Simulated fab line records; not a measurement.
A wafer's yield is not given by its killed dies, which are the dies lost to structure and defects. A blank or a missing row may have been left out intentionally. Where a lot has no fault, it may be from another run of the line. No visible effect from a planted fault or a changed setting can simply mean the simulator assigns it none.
2 desks, one fault ; flow n5-finfet ; numbers are kept per desk, each desk with only its own; the story behind them comes last

THE TOOL OWNER'S DESK: ald-sin-04
The tool's own readings at N5_MOL_CONTACT_COAG_ALD_133 (deposits SiO2, target thk 5 nm, pulse time 1 s, co reactant pulse time 1 s): means of the sampled wafers that have a number, for each lot that ran on this tool. Any lot whose mean is over 4 standard deviations away from the usual mean is out of limits and marked OUT; that distance is given in the brackets.
Columns: A = heater-power-w at N5_MOL_CONTACT_COAG_ALD_133, usual 79 W; B = precursor-pulse-height-rel at N5_MOL_CONTACT_COAG_ALD_133, usual 1.000
lot;first seen here;A;B
L196;day 5 13:47;78;0.978
L203;day 6 22:41;81;1.000
L204;day 7 02:28;82;1.007
L206;day 7 17:11;76;1.007
L208;day 8 03:46;81;1.007
L209;day 8 09:22;79;0.991
L212;day 9 03:44;76;0.996
L211;day 9 03:53;84;1.020
This desk's finding: nothing out of limits on any of the 8 lots.

FROM THE METROLOGY DESK
Means of the sampled wafers that have a number, per lot and without regard to the tool the lot ran on: this is what the gauges read. Any lot whose mean is over 4 standard deviations away from the usual mean is out of limits and marked OUT; that distance is given in the brackets.
Columns: A = cd-nm at N5_PASSIVATION_CD_MEAS_10, usual 2998.8 nm
lot;first seen here;A
L196;day 12 01:10;2998.3
L197;day 12 04:53;3001.1
L200;day 12 18:08;3000.0
L203;day 13 18:10;2995.6
L202;day 13 21:08;2995.9
L204;day 14 01:45;2996.8
L208;day 14 18:37;2999.3
L205;day 14 21:04;3001.5
L206;day 14 21:13;2997.8
L209;day 15 12:35;3003.6
L212;day 16 05:46;3000.4
L211;day 16 18:47;2997.1
This desk's finding: nothing out of limits on any of the 12 lots.

ALL TOGETHER
Nothing out of limits was seen by the tool owner's desk.
The metrology desk saw nothing out of limits.

WHAT THE SIMULATOR HAD INSERTED
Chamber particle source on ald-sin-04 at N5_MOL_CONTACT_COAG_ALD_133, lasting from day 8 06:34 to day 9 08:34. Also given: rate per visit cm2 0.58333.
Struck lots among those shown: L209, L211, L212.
